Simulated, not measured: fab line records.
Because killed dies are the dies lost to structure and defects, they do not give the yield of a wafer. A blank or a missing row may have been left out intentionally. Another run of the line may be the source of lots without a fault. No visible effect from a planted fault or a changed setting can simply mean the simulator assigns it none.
One fault through the eyes of 3 desks | flow n5-finfet | each desk has only its own numbers; what lay behind them comes last

## THE DEFECT DESK
Per lot, the means of the sampled wafers with a number show what the inspections along the route counted. The brackets show how far a lot's mean lies from the usual mean; more than 4 standard deviations puts the lot out of limits, marked OUT.
Columns: A = raw-defect-count at N5_SD_EPI_P_INSPECT_11, usual 2.0
lot  | first seen here | A
L989 | day 3 23:48     | 1.0
L993 | day 5 01:28     | 2.3
L997 | day 6 05:36     | 2.0
L998 | day 6 10:19     | 2.3
L104 | day 7 20:19     | 4.7
L105 | day 8 02:24     | 1.7
This desk's verdict: no lot among the 6 shows anything out of limits.

## AT THE METROLOGY DESK
Means of the sampled wafers that have a number, per lot and without regard to the tool the lot ran on: this is what the gauges read. The brackets show how far a lot's mean lies from the usual mean; more than 4 standard deviations puts the lot out of limits, marked OUT.
Columns: A = cd-nm at N5_SD_EPI_P_CD_MEAS_09, usual 239.9 nm; B = SD_P_BLK_OVL at N5_SD_EPI_P_OVL_MEAS_10, usual 0.2 nm
lot  | first seen here | A     | B
L989 | day 3 23:44     | 240.2 | 0.6
L993 | day 5 01:25     | 240.1 | -0.5
L997 | day 6 05:33     | 239.1 | 0.0
L998 | day 6 10:16     | 239.2 | -0.2
L104 | day 7 20:16     | 240.5 | 0.2
L105 | day 8 02:20     | 239.9 | 0.1
This desk's verdict: no lot among the 6 shows anything out of limits.

## AT THE TOOL OWNER'S DESK: rie-diel-02
The tool's own readings at N5_SD_EPI_P_ETCHBACK_46 (etches SiNx in CH3F/O2, stops on SiO2, target depth 17.5 nm): means of the sampled wafers that have a number, for each lot that ran on this tool. The brackets show how far a lot's mean lies from the usual mean; more than 4 standard deviations puts the lot out of limits, marked OUT.
Columns: A = drypump-motor-current-A at N5_SD_EPI_P_ETCHBACK_46, usual 5.51 A; B = oes-product-au at N5_SD_EPI_P_ETCHBACK_46, usual 0.67 a.u.; C = rf-vpp-V at N5_SD_EPI_P_ETCHBACK_46, usual 298 V; D = showerhead-plenum-p-Torr at N5_SD_EPI_P_ETCHBACK_46, usual 2.01 Torr; E = throttle-valve-pct at N5_SD_EPI_P_ETCHBACK_46, usual 16.35 %
lot  | first seen here | A    | B    | C   | D    | E
L993 | day 5 02:06     | 5.60 | 0.73 | 301 | 1.96 | 16.11
L997 | day 6 06:15     | 5.43 | 0.64 | 302 | 1.99 | 16.20
L998 | day 6 10:51     | 5.37 | 0.64 | 300 | 1.97 | 16.32
This desk's verdict: no lot among the 3 shows anything out of limits.

## ALL TOGETHER
Nothing out of limits was seen by the defect desk.
From the metrology desk's view, nothing was out of limits.
Nothing out of limits was seen by the tool owner's desk.

## WHAT THE SIMULATOR HAD INSERTED
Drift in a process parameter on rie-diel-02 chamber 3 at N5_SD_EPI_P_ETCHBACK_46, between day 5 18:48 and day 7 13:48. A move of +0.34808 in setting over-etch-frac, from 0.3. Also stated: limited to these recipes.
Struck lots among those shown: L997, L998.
